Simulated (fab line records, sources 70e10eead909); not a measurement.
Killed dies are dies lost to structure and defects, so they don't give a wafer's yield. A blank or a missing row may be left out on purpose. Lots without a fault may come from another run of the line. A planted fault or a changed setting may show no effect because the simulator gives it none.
fab line records | flow nand_harc
record lots=24 wafers=72 last_day=34
route steps=1302 shown P_ZERO_WELL@14 P_STI@100 P_GATE@204 P_CONTACT@218
lots that met no fault: from a run of the same line without faults
start_h: hours from the record's first day to the start of the lot's first wafer shown | wait_h: hours since the lot's step before | " the same as in the row above | L1.1+2: a row that stands for several wafers | - no value, or no start given | * or withheld: withheld | < > ~ a bound
route shown NAME@n: a module of which the file shows steps, and the number in the route of the first | usual: mean/standard deviation of fault-free wafers | same: alike in all rows | chamber/n: place in a boat | sites: the reading at each site | _std_site: their standard deviation | _edge_site: outer sites' mean less inner sites' | radius_mm: how far each site lies from the wafer's centre | mask NAME#n: copy n | behind: the tool/chamber that last shaped the wafer | hold: why the lot was held/for how many hours/how that ended | device: the transistor (n, p or np) that didn't switch | end of line: the same wafers' tests at the end of the route | a step without rows: its recipe alone | killed: dies lost to structure and defects at the first sort, not the wafer's yield | map: a wafer's dies, x killed, . not, _ none there
set.NAME: the setting as run; set.NAME@STEP: as run at that earlier step | model.NAME: the simulator's own value behind a step, which no gauge read
steps of the route over a sample of lots; a table a step, a row a wafer
services: from which hour (start_h, from the record's first day; less than 0 if before it) a tool's chamber was out of use, for how many hours, and why
## steps
# step NHARC_P_ZERO_WELL_CD_MEAS_11
# recipe target_cd_nm=500 landing_energy_ev=500
# usual cd_nm=500.9/2
# columns lot.wafer tool chamber start_h wait_h cd_nm
L074.1 cd_sem-01 0 21.12 - 500.2
L074.2 " 0 " " 499.6
L074.5 " 0 " " 497.6
L075.3 cd_sem-02 0 31.12 - 505.6
L075.5 " 0 " " 502.9
L075.6 " 0 " " 503.2
L076.1 cd_sem-03 0 41.24 - 500.0
L076.2 " 0 " " 501.9
L076.3 " 0 " " 501.4
L077.2 cd_sem-03 0 51.25 - 498.8
L077.3 " 0 " " 498.6
L077.6 " 0 " " 499.3
L078.2 cd_sem-02 0 61.11 - 503.6
L078.4 " 0 " " 502.5
L078.5 " 0 " " 503.4
L079.3 cd_sem-03 0 71.12 - 502.1
L079.4 " 0 " " 502.3
L079.5 " 0 " " 502.9
L080.3 cd_sem-03 0 81.24 - 500.1
L080.5 " 0 " " 498.2
L080.6 " 0 " " 499.3
L081.1 cd_sem-01 0 91.24 - 499.8
L081.3 " 0 " " 497.9
L081.4 " 0 " " 498.0
L082.1 cd_sem-02 0 101.11 - 502.2
L082.5 " 0 " " 499.8
L082.6 " 0 " " 501.9
L083.1 cd_sem-02 0 111.25 - 502.4
L083.5 " 0 " " 500.2
L083.6 " 0 " " 501.2
L084.1 cd_sem-03 0 121.24 - 498.1
L084.3 " 0 " " 501.7
L084.6 " 0 " " 498.8
L085.1 cd_sem-02 0 131.23 - 500.9
L085.3 " 0 " " 500.8
L085.5 " 0 " " 501.0
L086.1 cd_sem-01 0 141.24 - 498.7
L086.4 " 0 " " 503.1
L086.5 " 0 " " 500.9
L087.1 cd_sem-02 0 151.36 - 500.8
L087.2 " 0 " " 500.0
L087.3 " 0 " " 501.2
L088.1 cd_sem-02 0 161.13 - 499.8
L088.4 " 0 " " 499.9
L088.5 " 0 " " 501.9
L089.3 cd_sem-03 0 171.24 - 502.5
L089.5 " 0 " " 501.2
L089.6 " 0 " " 500.3
L090.1 cd_sem-01 0 181.23 - 503.9
L090.2 " 0 " " 503.6
L090.3 " 0 " " 500.0
L091.1 cd_sem-01 0 191.12 - 501.1
L091.5 " 0 " " 503.3
L091.6 " 0 " " 501.4
L092.1 cd_sem-02 0 201.24 - 500.3
L092.2 " 0 " " 501.1
L092.5 " 0 " " 502.9
L093.2 cd_sem-03 0 211.12 - 500.2
L093.4 " 0 " " 498.1
L093.6 " 0 " " 500.2
L094.1 cd_sem-03 0 221.24 - 497.6
L094.3 " 0 " " 497.5
L094.4 " 0 " " 499.8
L095.1 cd_sem-01 0 231.11 - 502.9
L095.3 " 0 " " 505.7
L095.4 " 0 " " 501.8
L096.1 cd_sem-02 0 241.23 - 502.1
L096.4 " 0 " " 499.1
L096.6 " 0 " " 501.3
L097.1 cd_sem-01 0 251.23 - 499.8
L097.2 " 0 " " 498.1
L097.5 " 0 " " 496.7
# step NHARC_P_STI_CMP_21
# recipe t_overpolish_s=20 target_thk_nm=380.67
# usual motor_current_A=12.2/1.4 overpolish_run_s=20.000/0.0081 pad_life_wafers=155/110 slurry_filter_dp_kPa=13.51/0.15
# columns lot.wafer tool chamber start_h wait_h motor_current_A overpolish_run_s pad_life_wafers slurry_filter_dp_kPa
L074.2 cmp-04 2 66.94 0.4 13.1 19.995 163 13.62
L074.1 " 0 " " 9.3 20.002 165 13.58
L074.5 " 1 " " 13.7 19.991 - 13.50
L075.3 cmp-03 0 75.05 0.4 12.6 20.001 13 13.40
L075.5 " 3 " " 15.2 20.008 - 13.49
L075.6 " 0 " " 12.6 20.009 - 13.58
L076.1 cmp-03 3 84.50 0.4 15.5 19.988 42 13.59
L076.2 " 1 " " 11.3 20.005 44 13.54
L076.3 " 2 " " 12.0 19.990 45 13.63
L077.3 cmp-02 0 90.83 0.4 12.9 20.003 168 13.54
L077.2 " 3 " " 11.1 19.999 171 13.31
L077.6 " 0 " " 12.8 20.004 - 13.55
L078.2 cmp-04 2 104.31 0.4 13.4 19.998 266 13.42
L078.4 " 3 " " 10.4 20.001 267 13.42
L078.5 " 1 " " 13.5 20.010 - 13.36
L079.3 cmp-02 3 111.47 0.4 10.3 20.007 240 13.12
L079.4 " 0 " " 12.7 20.006 241 13.48
L079.5 " 3 " " 11.1 20.001 - 13.68
L080.3 cmp-04 3 127.32 0.4 10.2 19.993 44 13.23
L080.5 " 1 " " 12.8 20.006 - 13.64
L080.6 " 2 " " 12.4 20.006 - 13.63
L081.3 cmp-02 1 139.15 0.4 11.8 20.020 1 13.34
L081.1 " 2 " " 12.4 20.005 2 13.24
L081.4 " 3 " " 11.1 20.005 3 13.35
L082.1 cmp-02 3 143.68 0.4 11.2 19.993 14 13.54
L082.6 " 1 " " 11.3 20.009 - 13.43
L082.5 " 2 " " 12.3 20.002 - 13.28
L083.1 cmp-04 2 156.37 0.4 12.8 19.994 165 13.60
L083.6 " 3 " " 10.7 20.008 - 13.49
L083.5 " 0 " " 10.3 20.010 - 13.50
L084.1 cmp-03 0 166.73 0.4 11.5 20.001 0 13.47
L084.3 " 2 " " 11.3 20.003 2 13.48
L084.6 " 1 " " 10.8 19.999 - 13.61
L085.1 cmp-03 3 175.35 0.4 15.0 20.009 30 13.49
L085.3 " 2 " " 11.8 20.003 33 13.26
L085.5 " 0 " " 13.0 19.996 - 13.53
L086.1 cmp-03 3 190.10 0.4 14.8 20.000 74 13.76
L086.4 " 0 " " 12.4 19.997 75 13.60
L086.5 " 1 " " 11.3 20.006 - 13.62
L088.1 cmp-03 3 208.92 0.4 14.9 19.997 162 13.58
L088.4 " 2 " " 12.2 19.999 165 13.52
L088.5 " 3 " " 15.4 19.998 - 13.20
L087.2 cmp-02 1 209.06 0.5 11.1 19.998 276 13.62
L087.1 " 2 " " 11.9 19.993 277 13.70
L087.3 " 0 " " 12.6 20.001 279 13.39
L089.3 cmp-02 2 226.92 0.4 11.7 20.009 342 13.39
L089.5 " 2 " " 11.8 20.014 - 13.38
L089.6 " 3 " " 11.4 19.986 - 13.38
L090.3 cmp-03 0 226.92 0.4 13.0 20.010 240 13.58
L090.2 " 2 " " 11.5 19.988 242 13.56
L090.1 " 3 " " 15.6 20.008 243 13.68
L091.1 cmp-03 3 237.42 0.4 15.5 19.995 290 13.39
L091.6 " 1 " " 11.6 20.003 - 13.42
L091.5 " 2 " " 12.1 20.007 - 13.52
L092.2 cmp-03 3 244.94 0.4 15.3 20.007 313 13.56
L092.1 " 1 " " 11.2 19.997 315 13.54
L092.5 " 3 " " 15.8 19.998 - 13.34
L093.2 cmp-04 2 260.73 0.4 13.5 20.003 145 13.44
L093.4 " 3 " " 11.0 20.015 146 13.23
L093.6 " 2 " " 12.5 20.001 - 13.49
L094.3 cmp-02 2 264.91 0.4 11.7 20.017 103 13.61
L094.1 " 3 " " 10.6 19.998 104 13.68
L094.4 " 0 " " 12.9 20.005 105 13.57
L095.3 cmp-04 0 272.41 0.4 9.9 20.006 174 13.49
L095.1 " 2 " " 13.1 19.993 176 13.58
L095.4 " 3 " " 10.6 19.991 177 13.42
L096.1 cmp-04 3 284.10 0.4 10.8 19.992 211 13.70
L096.4 " 0 " " 10.1 20.014 212 13.38
L096.6 " 2 " " 13.3 20.014 - 13.76
L097.1 cmp-02 3 297.13 0.4 11.2 19.992 222 13.72
L097.2 " 2 " " 12.1 19.991 225 13.69
L097.5 " 3 " " 11.5 19.992 - 13.66
# step NHARC_P_GATE_STRIP_113
# recipe power_w=1500 temp_c=110 time_s=740 chemistry=N2/H2
# usual drypump_motor_current_A=5.5/0.51 heater_power_w=83/3.6
# columns lot.wafer tool chamber start_h wait_h drypump_motor_current_A heater_power_w rf_hours_counter_h
L074.2 plasma_asher-01 0 117.69 0.2 5.7 82 25
L074.1 " 1 " " 6.4 90 25
L074.5 " 1 " " 6.3 90 -
L075.3 plasma_asher-01 1 124.59 0.5 6.3 91 -
L075.5 " 0 " " 5.7 87 -
L075.6 " 1 " " 6.4 90 -
L076.2 plasma_asher-01 1 133.78 0.2 6.3 89 28
L076.1 " 0 " " 5.7 84 28
L076.3 " 0 " " 5.7 85 -
L077.2 plasma_asher-01 0 144.09 0.2 5.7 85 31
L077.3 " 0 " " 5.7 84 -
L077.6 " 0 " " 5.7 83 -
L079.3 plasma_asher-01 1 157.48 0.4 6.3 91 -
L079.4 " 0 " " 5.7 82 -
L079.5 " 0 " " 5.7 82 -
L078.2 plasma_asher-02 0 157.99 0.5 5.0 80 14
L078.4 " 1 " " 5.2 82 -
L078.5 " 0 " " 5.0 84 -
L080.3 plasma_asher-02 0 180.83 0.4 5.0 83 -
L080.6 " 0 " " 5.0 80 -
L080.5 " 1 " " 5.2 78 -
L081.1 plasma_asher-02 1 190.43 0.3 5.2 80 21
L081.3 " 0 " " 5.0 82 -
L081.4 " 1 " " 5.2 82 -
L082.1 plasma_asher-02 0 192.77 0.2 5.0 82 22
L082.5 " 0 " " 5.0 82 -
L082.6 " 1 " " 5.2 81 -
L083.1 plasma_asher-01 1 206.09 0.3 6.4 85 6
L083.5 " 0 " " 5.7 83 -
L083.6 " 1 " " 6.3 88 -
L084.1 plasma_asher-02 1 221.22 0.2 5.2 79 28
L084.3 " 0 " " 5.0 84 -
L084.6 " 0 " " 5.0 83 -
L085.1 plasma_asher-02 0 227.93 0.3 5.0 81 30
L085.3 " 0 " " 5.0 82 -
L085.5 " 0 " " 5.0 84 -
L086.1 plasma_asher-01 0 241.39 0.3 5.7 83 13
L086.4 " 0 " " 5.7 85 -
L086.5 " 0 " " 5.7 83 -
L088.1 plasma_asher-01 1 262.14 0.2 6.4 87 17
L088.4 " 0 " " 5.7 84 -
L088.5 " 0 " " 5.7 82 -
L087.1 plasma_asher-02 0 263.52 0.2 5.0 82 1
L087.2 " 1 " " 5.2 79 1
L087.3 " 0 " " 5.0 86 -
L090.2 plasma_asher-02 0 281.50 0.2 5.0 84 5
L090.1 " 1 " " 5.2 77 5
L090.3 " 0 " " 5.0 85 -
L089.3 plasma_asher-01 0 282.49 0.5 5.7 83 -
L089.5 " 1 " " 6.3 84 -
L089.6 " 0 " " 5.7 84 -
L091.1 plasma_asher-02 0 284.75 0.3 5.0 84 7
L091.6 " 1 " " 5.2 79 -
L091.5 " 0 " " 5.0 85 -
L092.2 plasma_asher-02 1 292.27 0.2 5.3 77 9
L092.1 " 0 " " 5.0 84 9
L092.5 " 0 " " 5.0 84 -
L093.2 plasma_asher-02 0 317.69 0.3 5.0 85 14
L093.4 " 1 " " 5.2 79 -
L093.6 " 0 " " 5.0 85 -
L094.1 plasma_asher-01 1 317.81 0.2 6.3 86 28
L094.3 " 1 " " 6.3 87 -
L094.4 " 0 " " 5.7 84 -
L095.1 plasma_asher-02 0 323.72 0.2 5.0 85 16
L095.4 " 0 " " 5.0 85 -
L095.3 " 1 " " 5.2 79 -
L096.1 plasma_asher-02 0 335.37 0.2 5.0 86 17
L096.4 " 1 " " 5.2 78 -
L096.6 " 1 " " 5.2 78 -
L097.2 plasma_asher-02 0 350.50 0.2 5.0 85 22
L097.1 " 1 " " 5.2 78 22
L097.5 " 0 " " 5.0 84 -
# step NHARC_P_GATE_RTA_82
# recipe temp_c=450 time_s=30
# usual lamp_power_pct=4.17/0.27 lamp_zone_3_pct=4.17/0.27 wafer_temp_C_max=451.4/0.34
# columns lot.wafer tool chamber start_h wait_h lamp_power_pct lamp_zone_3_pct wafer_temp_C_max
L074.1 rtp_anneal-02 0 120.03 - 4.40 4.39 451.2
L074.2 " 0 " " 4.39 4.39 451.1
L074.5 " 0 " " 4.39 4.40 451.5
L075.3 rtp_anneal-02 0 126.63 - 4.39 4.39 451.5
L075.5 " 0 " " 4.39 4.39 451.5
L075.6 " 0 " " 4.39 4.39 451.3
L076.1 rtp_anneal-01 0 136.12 - 3.85 3.85 452.3
L076.2 " 0 " " 3.85 3.84 451.5
L076.3 " 0 " " 3.85 3.85 451.8
L077.2 rtp_anneal-01 0 146.46 - 3.86 3.86 451.4
L077.3 " 0 " " 3.85 3.85 451.1
L077.6 " 0 " " 3.85 3.85 450.8
L079.3 rtp_anneal-02 0 159.66 - 4.39 4.39 451.3
L079.4 " 0 " " 4.40 4.39 451.7
L079.5 " 0 " " 4.39 4.39 451.1
L078.2 rtp_anneal-01 0 160.40 - 3.85 3.85 451.1
L078.4 " 0 " " 3.85 3.85 451.2
L078.5 " 0 " " 3.85 3.85 451.1
L080.3 rtp_anneal-02 0 182.99 - 4.39 4.40 450.7
L080.5 " 0 " " 4.39 4.39 451.2
L080.6 " 0 " " 4.39 4.39 451.8
L081.1 rtp_anneal-01 0 192.65 - 3.85 3.85 451.2
L081.3 " 0 " " 3.85 3.85 450.7
L081.4 " 0 " " 3.86 3.85 451.5
L082.1 rtp_anneal-01 0 195.13 - 3.85 3.85 451.0
L082.5 " 0 " " 3.85 3.85 451.4
L082.6 " 0 " " 3.85 3.85 450.8
L083.1 rtp_anneal-02 0 208.39 - 4.39 4.39 451.4
L083.5 " 0 " " 4.39 4.39 452.0
L083.6 " 0 " " 4.38 4.39 451.8
L084.1 rtp_anneal-01 0 223.58 - 3.85 3.85 451.4
L084.3 " 0 " " 3.85 3.85 451.2
L084.6 " 0 " " 3.85 3.85 451.0
L085.1 rtp_anneal-02 0 230.19 - 4.40 4.39 451.1
L085.3 " 0 " " 4.39 4.39 451.4
L085.5 " 0 " " 4.39 4.38 451.3
L086.1 rtp_anneal-02 0 243.62 - 4.39 4.38 451.5
L086.4 " 0 " " 4.40 4.39 451.6
L086.5 " 0 " " 4.40 4.40 451.4
L088.1 rtp_anneal-01 0 264.47 - 3.85 3.85 451.7
L088.4 " 0 " " 3.85 3.85 451.4
L088.5 " 0 " " 3.85 3.85 451.8
L087.1 rtp_anneal-02 0 265.85 - 4.39 4.39 451.5
L087.2 " 0 " " 4.40 4.39 451.8
L087.3 " 0 " " 4.39 4.39 451.8
L090.1 rtp_anneal-02 0 283.83 - 4.40 4.39 451.0
L090.2 " 0 " " 4.40 4.39 451.1
L090.3 " 0 " " 4.39 4.40 451.3
L089.3 rtp_anneal-02 0 284.52 - 4.39 4.39 451.7
L089.5 " 0 " " 4.39 4.40 451.0
L089.6 " 0 " " 4.40 4.39 451.8
L091.1 rtp_anneal-01 0 287.20 - 3.85 3.84 451.3
L091.5 " 0 " " 3.85 3.85 451.0
L091.6 " 0 " " 3.85 3.85 451.2
L092.1 rtp_anneal-01 0 294.66 - 3.85 3.85 451.2
L092.2 " 0 " " 3.85 3.85 451.0
L092.5 " 0 " " 3.85 3.85 451.2
L093.2 rtp_anneal-01 0 320.19 - 3.85 3.85 451.5
L093.4 " 0 " " 3.85 3.85 451.6
L093.6 " 0 " " 3.85 3.86 451.4
L094.1 rtp_anneal-02 0 320.34 - 4.39 4.38 451.6
L094.3 " 0 " " 4.39 4.39 451.6
L094.4 " 0 " " 4.39 4.39 451.6
L095.1 rtp_anneal-02 0 326.05 - 4.39 4.39 451.5
L095.3 " 0 " " 4.39 4.39 451.4
L095.4 " 0 " " 4.39 4.39 451.3
L096.1 rtp_anneal-02 0 337.75 - 4.39 4.39 451.8
L096.4 " 0 " " 4.40 4.38 451.1
L096.6 " 0 " " 4.39 4.39 451.5
L097.1 rtp_anneal-02 0 352.85 - 4.39 4.39 451.0
L097.2 " 0 " " 4.39 4.39 450.9
L097.5 " 0 " " 4.39 4.39 450.8
# step NHARC_P_CONTACT_DEP_00
# recipe target_thk_a=5000 temp_c=400 pressure_torr=6.5 rf_w=900 teos_flow_sccm=161.4 flow_sccm=2650 target_thk_nm=500 gas=O2 material=SiO2
# usual heater_power_w=499/63 throttle_valve_pct=15.9/0.53
# columns lot.wafer tool chamber start_h wait_h heater_power_w throttle_valve_pct
L074.2 pecvd-04 0 - - 497 16.1
L074.1 " 1 " " 470 16.1
L074.5 " 0 " " 522 16.4
L075.3 pecvd-03 1 - - 454 16.5
L075.5 " 2 " " 467 15.5
L075.6 " 1 " " 483 16.5
L076.2 pecvd-04 2 - - 598 15.8
L076.3 " 0 " " 560 16.3
L076.1 " 1 " " 500 16.0
L077.3 pecvd-04 0 - - 437 16.3
L077.2 " 1 " " 402 16.3
L077.6 " 1 " " 438 16.2
L079.4 pecvd-04 2 160.34 0.3 546 15.8
L079.3 " 1 " " 419 16.4
L079.5 " 2 " " 579 15.7
L078.2 pecvd-03 2 - - 486 16.0
L078.5 " 2 " " 519 15.7
L078.4 " 0 " " 484 15.6
L080.3 pecvd-02 0 - - 381 14.5
L080.5 " 2 " " 578 16.4
L080.6 " 1 " " 573 15.7
L081.1 pecvd-04 2 193.33 0.3 635 15.9
L081.4 " 0 " " 431 16.3
L081.3 " 2 " " 498 15.9
L082.1 pecvd-02 1 - - 558 15.8
L082.6 " 0 " " 457 14.8
L082.5 " 1 " " 589 16.0
L083.1 pecvd-03 2 - - 448 15.4
L083.5 " 2 " " 489 15.2
L083.6 " 0 " " 391 15.5
L084.3 pecvd-04 2 - - 501 15.7
L084.1 " 0 " " 563 16.6
L084.6 " 2 " " 531 15.6
L085.1 pecvd-03 1 - - 498 16.1
L085.3 " 0 " " 391 15.5
L085.5 " 1 " " 545 16.2
L086.1 pecvd-03 1 - - 567 16.0
L086.4 " 1 " " 426 16.3
L086.5 " 2 " " 474 15.1
L088.1 pecvd-02 1 - - 556 15.4
L088.4 " 0 " " 484 14.7
L088.5 " 2 " " 490 16.0
L087.2 pecvd-04 1 - - 475 16.6
L087.3 " 2 " " 640 15.8
L087.1 " 0 " " 537 16.6
L090.1 pecvd-04 2 - - 622 15.5
L090.3 " 0 " " 444 16.8
L090.2 " 1 " " 497 16.0
L089.3 pecvd-02 1 - - 522 15.4
L089.5 " 0 " " 411 14.6
L089.6 " 2 " " 515 15.7
L091.1 pecvd-03 2 - - 580 15.7
L091.5 " 2 " " 440 15.6
L091.6 " 0 " " 472 15.7
L092.2 pecvd-02 2 - - 544 15.8
L092.1 " 0 " " 473 14.9
L092.5 " 0 " " 467 14.8
L093.2 pecvd-03 0 - - 411 16.0
L093.4 " 1 " " 493 16.3
L093.6 " 2 " " 497 15.8
L094.1 pecvd-02 2 - - 541 15.9
L094.3 " 1 " " 507 15.4
L094.4 " 2 " " 551 15.8
L095.1 pecvd-04 2 - - 645 15.9
L095.3 " 1 " " 475 16.1
L095.4 " 2 " " 501 15.7
L096.1 pecvd-03 0 - - 514 16.0
L096.6 " 0 " " 396 15.9
L096.4 " 1 " " 553 16.4
L097.1 pecvd-04 0 - - 467 16.9
L097.2 " 2 " " 595 15.8
L097.5 " 0 " " 496 16.8
# step NHARC_P_CONTACT_CD_MEAS_12
# recipe target_cd_nm=90 landing_energy_ev=500
# usual cd_nm=89.8/0.67
# columns lot.wafer tool chamber start_h wait_h cd_nm
L074.1 cd_sem-01 0 121.72 - 90.7
L074.2 " 0 " " 90.8
L074.5 " 0 " " 90.1
L075.3 cd_sem-02 0 128.29 - 89.9
L075.5 " 0 " " 90.2
L075.6 " 0 " " 90.1
L076.1 cd_sem-02 0 137.81 - 90.3
L076.2 " 0 " " 90.7
L076.3 " 0 " " 90.2
L077.2 cd_sem-03 0 148.12 - 89.1
L077.3 " 0 " " 90.0
L077.6 " 0 " " 89.9
L079.3 cd_sem-01 0 161.65 - 90.3
L079.4 " 0 " " 89.1
L079.5 " 0 " " 89.4
L078.2 cd_sem-01 0 162.19 - 90.3
L078.4 " 0 " " 91.1
L078.5 " 0 " " 90.2
L080.3 cd_sem-02 0 184.74 - 89.8
L080.5 " 0 " " 89.0
L080.6 " 0 " " 89.8
L081.1 cd_sem-03 0 194.70 - 90.1
L081.3 " 0 " " 89.4
L081.4 " 0 " " 90.0
L082.1 cd_sem-03 0 196.81 - 89.2
L082.5 " 0 " " 89.6
L082.6 " 0 " " 89.6
L083.1 cd_sem-03 0 210.20 - 90.2
L083.5 " 0 " " 89.3
L083.6 " 0 " " 90.7
L084.1 cd_sem-02 0 225.38 - 88.8
L084.3 " 0 " " 90.6
L084.6 " 0 " " 89.2
L085.1 cd_sem-02 0 232.00 - 89.2
L085.3 " 0 " " 89.1
L085.5 " 0 " " 88.1
L086.1 cd_sem-03 0 245.43 - 88.9
L086.4 " 0 " " 89.1
L086.5 " 0 " " 89.6
L088.1 cd_sem-03 0 266.28 - 89.3
L088.4 " 0 " " 89.1
L088.5 " 0 " " 89.2
L087.1 cd_sem-03 0 267.54 - 89.2
L087.2 " 0 " " 90.0
L087.3 " 0 " " 89.8
L090.1 cd_sem-01 0 285.64 - 89.9
L090.2 " 0 " " 89.6
L090.3 " 0 " " 88.3
L089.3 cd_sem-03 0 286.28 - 90.6
L089.5 " 0 " " 90.1
L089.6 " 0 " " 89.7
L091.1 cd_sem-01 0 289.13 - 89.8
L091.5 " 0 " " 90.2
L091.6 " 0 " " 89.8
L092.1 cd_sem-02 0 296.34 - 90.9
L092.2 " 0 " " 91.2
L092.5 " 0 " " 90.6
L093.2 cd_sem-03 0 321.97 - 90.0
L093.4 " 0 " " 89.4
L093.6 " 0 " " 90.3
L094.1 cd_sem-02 0 322.14 - 90.3
L094.3 " 0 " " 89.7
L094.4 " 0 " " 89.9
L095.1 cd_sem-03 0 327.86 - 90.3
L095.3 " 0 " " 90.2
L095.4 " 0 " " 89.5
L096.1 cd_sem-02 0 339.42 - 89.9
L096.4 " 0 " " 89.0
L096.6 " 0 " " 90.2
L097.1 cd_sem-01 0 354.54 - 88.9
L097.2 " 0 " " 89.9
L097.5 " 0 " " 89.8
## services
# columns tool chamber start_h hours kind
cmp-03 - 64.24 4.0 pm
plasma_asher-02 - 72.00 9.0 pm
pecvd-04 - 88.00 13.0 pm
pecvd-04 - 115.79 2.6 repair
plasma_asher-02 - 137.35 1.9 repair
pecvd-04 2 150.37 3.6 repair
pecvd-04 0 156.10 6.4 repair
cmp-03 - 162.24 4.0 pm
plasma_asher-01 - 162.84 3.8 repair
plasma_asher-01 - 166.68 9.0 pm
pecvd-04 1 184.36 9.4 repair
plasma_asher-02 - 249.15 9.0 pm
pecvd-04 2 249.57 3.4 repair
cmp-03 - 251.07 0.3 repair
cmp-03 - 254.62 0.5 repair
cmp-03 - 260.24 4.0 pm
pecvd-04 - 269.00 13.0 pm
plasma_asher-01 - 310.26 0.9 repair
plasma_asher-02 - 312.22 1.6 repair
plasma_asher-01 - 312.94 2.1 repair
cmp-03 - 323.78 0.7 repair
cmp-03 - 324.64 1.0 repair
pecvd-04 - 329.58 2.1 repair
plasma_asher-01 - 343.68 9.0 pm
## key
fault none
